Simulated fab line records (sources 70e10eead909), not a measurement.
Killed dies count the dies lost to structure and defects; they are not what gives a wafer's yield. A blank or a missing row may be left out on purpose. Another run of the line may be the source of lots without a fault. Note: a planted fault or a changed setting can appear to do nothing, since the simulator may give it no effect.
fab line records	flow nand-harc	part 1 of 2: steps 1 to 4 of 6
record: lots: 22	wafers: 66	last-day: 24
route steps=1159 shown A_CHANNEL_HOLE_D1@468 A_CHANNEL_FILL_D1@501 A_STAIRCASE@548
lots with no fault: from the same line, run without faults
start-h: the number of hours between the record's first day and the start of the first shown wafer of the lot	wait-h: hours elapsed since this lot's preceding step	" identical to the entry in the row above	L1.1+2: a row that stands for several wafers	- no value, or no start given	* or withheld: withheld	< > ~ a bound
route shown NAME@n: names a module that has steps shown in the file, with the first one's number in the route	usual: the fault-free wafers' mean and standard deviation	same: alike in all rows	chamber/n: place in a boat	sites: the reading at each site	_std_site: the values' standard deviation	_edge_site: mean of outer sites minus mean of inner sites	radius-mm: for every site, how far away it sits from the centre of the wafer	mask NAME#n: copy n	behind: the tool/chamber that last shaped the wafer	hold: what put the lot on hold/how long, in hours/how the hold closed	device: whichever transistor did not switch (one of n, p or np)	end of line: the same wafers' tests at the end of the route	for a step that has no rows: nothing shown but its recipe	killed: dies lost to structure and defects at the first sort, not the wafer's yield	map: a wafer's dies, x killed, . not, _ none there
set.NAME: the run value of the setting; set.NAME@STEP: its run value at that earlier step	model.NAME: the simulator's own value behind a step, which no gauge read
steps of the route over a sample of lots; a table a step, a row a wafer
services: a tool's chamber out of use, with start hour (start-h, from the record's first day; less than 0 if before it), hours out, and reason
== steps ==
step: NHARC_A_CHANNEL_HOLE_D1_ETCH_34
recipe: target-depth-a: 1540	time-s: 77	cf4-flow-sccm: 100	chf3-flow-sccm: 30	ar-flow-sccm: 0	rf-w: 500	bias-w: 200	chemistry: CF4/CHF3
usual: drypump-motor-current-A: 5.7/0.46	oes-product-au: 0.941/0.022	rf-vpp-V: 369.6/2.4	showerhead-plenum-p-Torr: 1.54/0.066	throttle-valve-pct: 16.802/0.0096
lot.wafer	tool	chamber	start-h	wait-h	drypump-motor-current-A	oes-product-au	rf-hours-counter-h	rf-vpp-V	showerhead-plenum-p-Torr	throttle-valve-pct
L075.3	rie-diel-06	2	-	-	5.9	0.927	8	366.3	1.47	16.798
L075.1	"	3	"	"	5.4	0.920	8	372.8	1.65	16.823
L075.4	"	0	"	"	6.3	0.919	7	367.6	1.49	16.795
L074.3	rie-diel-06	3	-	-	5.4	0.927	8	372.9	1.65	16.792
L074.2	"	1	"	"	5.2	0.925	8	367.2	1.48	16.812
L074.1	"	2	"	"	5.9	0.921	8	367.1	1.47	16.817
L077.2	rie-diel-06	0	-	-	6.3	0.926	8	367.4	1.49	16.809
L077.6	"	3	"	"	5.4	0.918	-	373.2	1.65	16.809
L077.5	"	0	"	"	6.3	0.927	-	367.2	1.49	16.802
L076.3	rie-diel-12	3	-	-	5.9	0.919	10	370.3	1.59	16.811
L076.5	"	1	"	"	5.2	0.933	-	371.4	1.59	16.797
L076.6	"	2	"	"	5.3	0.918	-	367.1	1.47	16.814
L078.4	rie-diel-12	2	-	-	5.4	0.926	11	367.0	1.47	16.814
L078.1	"	3	"	"	6.0	0.926	11	370.6	1.59	16.785
L078.5	"	1	"	"	5.2	0.923	-	371.6	1.59	16.801
L079.3	rie-diel-06	2	-	-	5.9	0.920	10	366.2	1.47	16.795
L079.2	"	0	"	"	6.3	0.934	9	368.9	1.49	16.804
L079.4	"	1	"	"	5.2	0.928	9	367.8	1.48	16.814
L081.1	rie-diel-06	1	-	-	5.2	0.923	9	368.1	1.48	16.801
L081.2	"	2	"	"	5.9	0.920	11	366.4	1.47	16.812
L081.4	"	0	"	"	6.3	0.928	10	367.0	1.49	16.799
L080.3	rie-diel-12	0	-	-	6.5	0.957	0	369.1	1.52	16.818
L080.2	"	1	"	"	5.2	0.964	0	371.5	1.59	16.816
L080.4	"	1	"	"	5.2	0.953	-	371.0	1.59	16.818
L082.2	rie-diel-06	1	-	-	5.1	0.921	10	366.6	1.48	16.809
L082.3	"	2	"	"	5.9	0.927	11	365.2	1.47	16.811
L082.4	"	3	"	"	5.4	0.922	11	371.7	1.65	16.810
L083.4	rie-diel-03	0	-	-	6.1	0.961	0	370.4	1.54	16.790
L083.1	"	1	"	"	5.0	0.984	0	372.7	1.64	16.814
L083.2	"	3	"	"	6.1	0.969	0	371.7	1.60	16.793
L084.2	rie-diel-06	0	-	-	6.3	0.920	11	366.4	1.49	16.799
L084.5	"	2	"	"	5.9	0.915	-	367.3	1.47	16.807
L084.4	"	0	"	"	6.3	0.913	-	368.9	1.49	16.812
L088.2	rie-diel-03	2	-	-	5.9	0.971	2	370.5	1.57	16.806
L088.4	"	0	"	"	6.1	0.939	1	369.8	1.54	16.790
L088.5	"	2	"	"	5.9	0.973	-	370.5	1.57	16.803
L085.3	rie-diel-06	3	-	-	5.4	0.966	0	372.7	1.65	16.795
L085.1	"	0	"	"	6.3	0.951	0	367.3	1.49	16.810
L085.6	"	3	"	"	5.4	0.977	-	372.3	1.65	16.798
L087.2	rie-diel-03	1	-	-	5.0	0.970	2	373.9	1.64	16.785
L087.1	"	2	"	"	5.8	0.961	2	369.9	1.57	16.794
L087.4	"	3	"	"	6.1	0.954	2	372.4	1.60	16.822
L086.3	rie-diel-06	0	-	-	6.3	0.957	1	369.0	1.49	16.806
L086.4	"	1	"	"	5.2	0.969	1	366.0	1.48	16.797
L086.6	"	0	"	"	6.3	0.958	-	367.9	1.49	16.790
L089.3	rie-diel-03	1	-	-	5.0	0.975	4	372.3	1.64	16.806
L089.4	"	2	"	"	5.9	0.971	3	370.6	1.57	16.786
L089.2	"	0	"	"	6.1	0.970	3	368.5	1.54	16.801
L093.4	rie-diel-12	2	-	-	5.4	0.914	3	368.8	1.47	16.790
L093.3	"	3	"	"	5.9	0.919	5	371.6	1.59	16.803
L093.5	"	1	"	"	5.2	0.923	-	370.4	1.59	16.825
L091.3	rie-diel-03	2	-	-	5.8	0.933	5	370.1	1.57	16.813
L091.4	"	1	"	"	5.0	0.920	5	373.7	1.64	16.806
L091.5	"	3	"	"	6.1	0.936	-	371.7	1.60	16.803
L094.4	rie-diel-12	0	-	-	6.5	0.923	6	369.1	1.52	16.792
L094.3	"	2	"	"	5.4	0.917	4	365.9	1.47	16.806
L094.6	"	3	"	"	5.9	0.916	-	369.6	1.59	16.783
L095.1	rie-diel-12	2	-	-	5.4	0.924	5	366.8	1.47	16.797
L095.4	"	2	"	"	5.4	0.926	-	367.8	1.47	16.792
L095.6	"	0	"	"	6.5	0.926	-	369.8	1.52	16.819
L096.1	rie-diel-12	0	-	-	6.5	0.960	8	368.6	1.52	16.815
L096.3	"	1	"	"	5.2	0.959	8	371.1	1.59	16.791
L096.4	"	2	"	"	5.4	0.962	-	367.2	1.47	16.790
L097.3	rie-diel-06	1	-	-	5.1	0.930	4	369.2	1.48	16.819
L097.4	"	3	"	"	5.4	0.910	3	374.9	1.65	16.803
L097.1	"	0	"	"	6.3	0.914	4	368.1	1.49	16.811
step: NHARC_A_CHANNEL_HOLE_D1_ETCH_16
recipe: target-depth-a: 31000	over-etch-frac: 0.3	time-s: 806	ion-energy-ev: 150	o2-flow-sccm: 400	cos-flow-sccm: 20	ar-flow-sccm: 0	rf-w: 500	bias-w: 300	chemistry: O2/COS
usual: drypump-motor-current-A: 5.7/0.47	oes-product-au: 0.999/0.0069	rf-vpp-V: 313.2/2	showerhead-plenum-p-Torr: 3.06/0.13	throttle-valve-pct: 28.330/0.0092
lot.wafer	tool	chamber	start-h	wait-h	drypump-motor-current-A	oes-product-au	rf-hours-counter-h	rf-vpp-V	showerhead-plenum-p-Torr	throttle-valve-pct
L075.1	rie-diel-06	1	-	-	5.2	0.997	7	311.7	2.94	28.330
L075.4	"	2	"	"	5.9	0.995	8	312.1	2.92	28.339
L075.3	"	0	"	"	6.3	0.992	7	311.0	2.96	28.323
L074.3	rie-diel-06	3	-	-	5.4	1.001	8	316.4	3.27	28.331
L074.1	"	0	"	"	6.3	1.002	8	311.6	2.96	28.338
L074.2	"	2	"	"	5.9	1.002	8	310.7	2.92	28.320
L077.2	rie-diel-06	2	-	-	5.9	1.004	9	311.7	2.92	28.329
L077.5	"	2	"	"	5.9	1.003	-	311.3	2.92	28.321
L077.6	"	3	"	"	5.5	0.992	-	316.9	3.27	28.333
L076.3	rie-diel-12	1	-	-	5.2	1.002	11	313.6	3.16	28.346
L076.5	"	0	"	"	6.5	0.989	-	313.6	3.02	28.349
L076.6	"	1	"	"	5.2	0.995	-	316.0	3.16	28.320
L078.4	rie-diel-12	3	-	-	6.0	0.992	11	313.2	3.15	28.347
L078.1	"	0	"	"	6.5	0.983	12	313.0	3.02	28.341
L078.5	"	3	"	"	6.0	0.992	-	315.5	3.15	28.328
L079.3	rie-diel-06	3	-	-	5.4	1.001	10	315.7	3.27	28.339
L079.4	"	1	"	"	5.2	0.985	9	312.2	2.94	28.320
L079.2	"	2	"	"	5.9	0.994	10	310.6	2.92	28.315
L081.4	rie-diel-06	1	-	-	5.2	0.987	10	310.5	2.94	28.332
L081.2	"	2	"	"	5.9	0.994	11	311.7	2.92	28.321
L081.1	"	0	"	"	6.3	0.996	10	310.9	2.95	28.312
L080.3	rie-diel-12	1	-	-	5.2	0.995	0	314.7	3.16	28.336
L080.2	"	3	"	"	5.9	0.992	0	315.3	3.15	28.321
L080.4	"	1	"	"	5.2	0.998	-	313.9	3.16	28.326
L082.3	rie-diel-06	1	-	-	5.2	1.000	10	312.5	2.94	28.338
L082.4	"	2	"	"	5.9	1.001	11	310.7	2.92	28.331
L082.2	"	3	"	"	5.4	1.003	11	315.4	3.27	28.332
L083.2	rie-diel-03	2	-	-	5.9	1.006	0	314.3	3.12	28.348
L083.1	"	3	"	"	6.1	1.002	0	315.2	3.17	28.323
L083.4	"	0	"	"	6.1	1.006	0	313.1	3.05	28.325
L084.2	rie-diel-06	0	-	-	6.3	0.997	12	311.4	2.95	28.326
L084.5	"	0	"	"	6.3	1.007	-	312.9	2.95	28.334
L084.4	"	2	"	"	5.9	0.998	-	309.7	2.92	28.333
L088.2	rie-diel-03	2	-	-	5.8	1.007	2	314.3	3.12	28.339
L088.4	"	3	"	"	6.1	1.003	2	315.1	3.17	28.341
L088.5	"	2	"	"	5.8	1.017	-	314.5	3.12	28.310
L085.3	rie-diel-06	1	-	-	5.2	1.003	0	312.3	2.93	28.336
L085.1	"	3	"	"	5.4	1.003	0	316.9	3.27	28.327
L085.6	"	1	"	"	5.2	1.005	-	313.2	2.93	28.306
L087.1	rie-diel-03	1	-	-	5.0	1.005	2	317.4	3.25	28.332
L087.4	"	2	"	"	5.9	1.006	3	314.0	3.12	28.339
L087.2	"	3	"	"	6.1	1.000	2	314.0	3.17	28.330
L086.4	rie-diel-06	0	-	-	6.3	0.985	1	311.5	2.95	28.344
L086.3	"	1	"	"	5.2	1.001	1	310.3	2.93	28.334
L086.6	"	0	"	"	6.3	0.989	-	311.3	2.95	28.335
L089.2	rie-diel-03	2	-	-	5.9	1.015	3	313.9	3.12	28.328
L089.4	"	3	"	"	6.1	1.002	3	314.8	3.17	28.336
L089.3	"	1	"	"	5.0	0.992	4	314.5	3.25	28.330
L093.3	rie-diel-12	2	-	-	5.3	1.010	3	309.7	2.92	28.313
L093.4	"	3	"	"	6.0	0.996	5	313.7	3.15	28.315
L093.5	"	0	"	"	6.5	0.991	-	313.7	3.02	28.321
L091.4	rie-diel-03	2	-	-	5.8	1.012	5	313.5	3.12	28.334
L091.3	"	3	"	"	6.1	0.991	4	315.6	3.17	28.330
L091.5	"	0	"	"	6.1	0.989	-	313.1	3.05	28.337
L094.3	rie-diel-12	3	-	-	5.9	1.002	6	314.7	3.15	28.325
L094.4	"	0	"	"	6.5	1.013	6	312.6	3.02	28.323
L094.6	"	3	"	"	5.9	0.994	-	314.1	3.15	28.314
L095.1	rie-diel-12	2	-	-	5.4	0.999	5	310.8	2.92	28.320
L095.6	"	1	"	"	5.2	1.001	-	313.5	3.16	28.333
L095.4	"	2	"	"	5.4	0.996	-	312.2	2.92	28.341
L096.3	rie-diel-12	2	-	-	5.4	1.015	6	310.5	2.92	28.333
L096.1	"	0	"	"	6.5	1.007	8	312.7	3.02	28.339
L096.4	"	2	"	"	5.4	0.996	-	312.2	2.92	28.322
L097.3	rie-diel-06	0	-	-	6.3	0.979	4	312.0	2.95	28.319
L097.4	"	1	"	"	5.2	0.993	4	310.9	2.93	28.329
L097.1	"	2	"	"	5.9	0.994	4	312.2	2.92	28.325
step: NHARC_A_CHANNEL_HOLE_D1_ETCH_20
recipe: bias-v: 3000	source-w: withheld	pressure-mtorr: 20	time-s: 361.9	ar-flow-sccm: 375	c4f8-flow-sccm: 89.3	o2-flow-sccm: 35.7	temp-c: -20	target-depth-a: 16000	chemistry: C4F8/O2/Ar
usual: drypump-motor-current-A: 5.8/0.34	showerhead-plenum-p-Torr: 3.77/0.12	throttle-valve-pct: 32.154/0.0093
lot.wafer	tool	chamber	start-h	wait-h	drypump-motor-current-A	rf-hours-counter-h	showerhead-plenum-p-Torr	throttle-valve-pct
L075.1	har-etch-01	1	174.88	0.1	5.4	185	3.83	32.164
L075.4	"	0	"	"	5.5	-	3.60	32.155
L075.3	"	1	"	"	5.4	-	3.83	32.154
L074.2	har-etch-01	1	179.56	0.1	5.4	189	3.83	32.166
L074.1	"	0	"	"	5.6	189	3.60	32.141
L074.3	"	0	"	"	5.6	-	3.60	32.160
L077.2	har-etch-01	0	188.88	0.1	5.5	192	3.59	32.135
L077.6	"	1	"	"	5.4	-	3.82	32.148
L077.5	"	0	"	"	5.5	-	3.59	32.159
L076.3	har-etch-02	0	189.24	0.2	5.9	-	3.87	32.152
L076.6	"	0	"	"	5.9	-	3.87	32.143
L076.5	"	1	"	"	6.3	-	3.87	32.161
L078.1	har-etch-02	0	194.98	0.1	6.0	109	3.87	32.139
L078.4	"	0	"	"	5.9	-	3.87	32.132
L078.5	"	1	"	"	6.3	-	3.87	32.169
L079.2	har-etch-01	1	196.83	0.1	5.4	199	3.82	32.144
L079.4	"	1	"	"	5.4	-	3.82	32.158
L079.3	"	0	"	"	5.5	-	3.59	32.161
L081.1	har-etch-02	0	217.68	0.1	5.9	114	3.87	32.155
L081.2	"	1	"	"	6.3	114	3.87	32.159
L081.4	"	1	"	"	6.3	-	3.87	32.156
L080.2	har-etch-01	0	218.28	0.1	5.5	205	3.59	32.138
L080.4	"	0	"	"	5.5	-	3.59	32.161
L080.3	"	1	"	"	5.4	-	3.82	32.160
L082.2	har-etch-02	1	223.51	0.1	6.3	120	3.87	32.152
L082.3	"	1	"	"	6.3	-	3.86	32.153
L082.4	"	0	"	"	5.9	-	3.86	32.163
L083.2	har-etch-01	1	229.65	0.1	5.4	212	3.81	32.150
L083.1	"	0	"	"	5.5	212	3.58	32.131
L083.4	"	1	"	"	5.4	-	3.81	32.146
L084.2	har-etch-02	1	239.21	0.1	6.3	124	3.86	32.157
L084.4	"	1	"	"	6.3	-	3.86	32.148
L084.5	"	1	"	"	6.3	-	3.86	32.145
L088.2	har-etch-02	0	253.38	0.1	5.9	129	3.86	32.161
L088.4	"	0	"	"	5.9	-	3.86	32.162
L088.5	"	1	"	"	6.3	-	3.86	32.166
L085.1	har-etch-01	1	253.70	0.1	5.4	219	3.81	32.161
L085.3	"	0	"	"	5.5	-	3.58	32.164
L085.6	"	0	"	"	5.5	-	3.58	32.145
L087.2	har-etch-02	1	257.54	0.1	6.3	133	3.86	32.144
L087.1	"	0	"	"	5.9	133	3.86	32.159
L087.4	"	1	"	"	6.3	-	3.86	32.148
L086.3	har-etch-01	0	257.90	0.2	5.5	-	3.58	32.168
L086.4	"	1	"	"	5.4	-	3.81	32.171
L086.6	"	0	"	"	5.5	-	3.58	32.153
L089.2	har-etch-02	1	263.41	0.1	6.3	138	3.85	32.164
L089.4	"	1	"	"	6.3	-	3.85	32.155
L089.3	"	0	"	"	5.9	-	3.85	32.161
L093.3	har-etch-02	0	283.52	0.2	5.9	-	3.85	32.137
L093.4	"	1	"	"	6.3	-	3.85	32.139
L093.5	"	1	"	"	6.3	-	3.85	32.159
L091.3	har-etch-01	0	287.45	0.2	5.6	-	3.57	32.149
L091.4	"	1	"	"	5.4	-	3.80	32.139
L091.5	"	1	"	"	5.4	-	3.80	32.145
L094.4	har-etch-01	1	293.07	0.2	5.4	-	3.80	32.159
L094.3	"	0	"	"	5.5	-	3.57	32.153
L094.6	"	0	"	"	5.5	-	3.57	32.157
L095.1	har-etch-02	0	300.28	0.1	5.9	154	3.85	32.164
L095.4	"	0	"	"	5.9	-	3.85	32.151
L095.6	"	0	"	"	5.9	-	3.85	32.183
L096.1	har-etch-01	0	302.17	0.1	5.5	245	3.57	32.163
L096.3	"	1	"	"	5.4	-	3.79	32.153
L096.4	"	0	"	"	5.6	-	3.57	32.167
L097.1	har-etch-02	0	304.40	0.1	5.9	158	3.84	32.164
L097.3	"	0	"	"	5.8	-	3.84	32.142
L097.4	"	1	"	"	6.3	-	3.84	32.170
step: NHARC_A_CHANNEL_FILL_D1_STRIP_28
recipe: time-s: 20	o2-flow-sccm: 500	ar-flow-sccm: 0	bias-w: 0	chemistry: O2
usual: drypump-motor-current-A: 5.9/0.37	oes-product-au: 0.997/0.0059	rf-vpp-V: 57.8/0.89	showerhead-plenum-p-Torr: 3.54/0.097	throttle-valve-pct: 17.036/0.0094
lot.wafer	tool	chamber	start-h	wait-h	drypump-motor-current-A	oes-product-au	rf-hours-counter-h	rf-vpp-V	showerhead-plenum-p-Torr	throttle-valve-pct
L075.4	rie-diel-01	2	205.69	0.1	5.7	0.997	1	56.2	3.49	17.046
L075.3	"	0	"	"	5.5	0.996	2	56.3	3.35	17.045
L075.1	"	1	"	"	5.5	0.994	2	59.0	3.53	17.032
L074.1	rie-diel-01	3	212.30	0.1	5.5	0.993	2	57.8	3.44	17.035
L074.2	"	0	"	"	5.5	0.997	2	56.8	3.35	17.038
L074.3	"	1	"	"	5.5	0.984	2	58.6	3.53	17.031
L076.3	rie-diel-10	1	218.97	0.1	6.2	0.994	1	57.5	3.61	17.045
L076.6	"	3	"	"	5.9	1.011	-	59.4	3.53	17.024
L076.5	"	0	"	"	5.6	1.002	-	58.8	3.56	17.034
L077.2	rie-diel-01	0	218.99	0.1	5.6	1.003	2	57.2	3.35	17.041
L077.6	"	3	"	"	5.5	0.993	-	57.8	3.44	17.045
L077.5	"	0	"	"	5.5	1.001	-	59.1	3.35	17.038
L079.3	rie-diel-01	0	226.65	0.1	5.6	0.999	2	58.1	3.35	17.046
L079.2	"	1	"	"	5.5	1.004	2	57.3	3.53	17.047
L079.4	"	2	"	"	5.7	0.999	2	57.8	3.49	17.038
L078.1	rie-diel-10	0	226.68	0.1	5.6	1.003	2	58.2	3.56	17.031
L078.4	"	2	"	"	6.5	0.989	1	57.2	3.47	17.039
L078.5	"	0	"	"	5.6	1.007	-	55.7	3.56	17.028
L081.4	rie-diel-10	3	247.43	0.1	5.9	0.999	2	56.5	3.53	17.038
L081.1	"	0	"	"	5.6	0.996	2	56.2	3.56	17.037
L081.2	"	2	"	"	6.5	0.991	2	57.9	3.47	17.033
L080.4	rie-diel-05	0	247.43	0.1	6.4	1.002	5	58.8	3.69	17.026
L080.2	"	2	"	"	6.2	0.998	14	59.3	3.64	17.031
L080.3	"	3	"	"	5.9	0.994	15	57.3	3.73	17.032
L082.2	rie-diel-10	1	254.08	0.1	6.2	1.002	2	57.4	3.61	17.039
L082.3	"	2	"	"	6.5	0.996	2	57.6	3.47	17.033
L082.4	"	3	"	"	5.9	0.995	3	58.4	3.53	17.041
L083.2	rie-diel-10	0	260.08	0.1	5.6	1.003	3	59.0	3.56	17.047
L083.4	"	1	"	"	6.2	0.990	3	58.4	3.61	17.026
L083.1	"	2	"	"	6.5	1.000	2	56.4	3.47	17.033
L084.4	rie-diel-10	1	269.06	0.1	6.2	1.000	3	59.1	3.61	17.022
L084.2	"	2	"	"	6.5	0.996	2	56.3	3.47	17.042
L084.5	"	1	"	"	6.2	1.000	-	57.4	3.61	17.029
L086.3	rie-diel-01	0	284.53	0.1	5.6	1.005	3	55.6	3.35	17.017
L086.4	"	1	"	"	5.5	0.998	4	58.0	3.53	17.040
L086.6	"	2	"	"	5.7	0.998	-	57.5	3.49	17.027
L087.4	rie-diel-10	2	284.57	0.1	6.5	1.004	3	58.1	3.47	17.032
L087.1	"	0	"	"	5.6	1.005	4	58.5	3.56	17.034
L087.2	"	1	"	"	6.2	0.999	4	56.9	3.61	17.041
L085.3	rie-diel-10	2	284.60	0.1	6.5	0.990	3	57.4	3.47	17.048
L085.1	"	0	"	"	5.6	1.003	4	59.1	3.56	17.040
L085.6	"	2	"	"	6.5	0.989	-	57.8	3.47	17.044
L088.2	rie-diel-05	3	284.82	0.3	5.9	1.004	26	57.4	3.72	17.048
L088.5	"	3	"	"	5.9	0.995	-	58.8	3.72	17.041
L088.4	"	1	"	"	5.3	0.991	-	57.7	3.71	17.044
L089.2	rie-diel-05	1	293.95	0.1	5.3	0.999	27	56.5	3.71	17.033
L089.3	"	3	"	"	5.9	0.999	27	58.4	3.72	17.053
L089.4	"	0	"	"	6.3	1.000	-	57.4	3.68	17.043
L093.4	rie-diel-10	0	313.29	0.1	5.6	1.010	5	58.9	3.56	17.046
L093.3	"	1	"	"	6.2	0.995	5	59.5	3.61	17.030
L093.5	"	3	"	"	5.9	0.985	-	55.9	3.53	17.072
L091.4	rie-diel-10	2	318.63	0.1	6.5	0.997	4	57.5	3.47	17.023
L091.3	"	1	"	"	6.2	1.001	5	56.4	3.61	17.036
L091.5	"	3	"	"	5.9	0.998	-	57.3	3.53	17.027
L094.3	rie-diel-10	1	324.39	0.1	6.2	0.990	5	58.1	3.61	17.066
L094.4	"	2	"	"	6.5	0.989	4	58.7	3.47	17.045
L094.6	"	3	"	"	5.9	0.993	-	57.2	3.53	17.042
L096.1	rie-diel-01	1	330.28	0.1	5.5	0.995	0	57.9	3.53	17.052
L096.3	"	3	"	"	5.4	1.003	0	57.0	3.44	17.043
L096.4	"	0	"	"	5.6	0.993	0	57.0	3.35	17.028
L095.1	rie-diel-05	3	330.31	0.1	5.9	1.006	35	57.9	3.71	17.015
L095.4	"	0	"	"	6.4	0.994	-	57.8	3.68	17.054
L095.6	"	3	"	"	5.9	1.001	-	58.4	3.71	17.044
L097.1	rie-diel-10	0	334.89	0.1	5.6	0.994	6	57.3	3.56	17.037
L097.4	"	2	"	"	6.5	0.994	5	57.0	3.47	17.033
L097.3	"	3	"	"	5.9	0.997	6	59.2	3.53	17.036
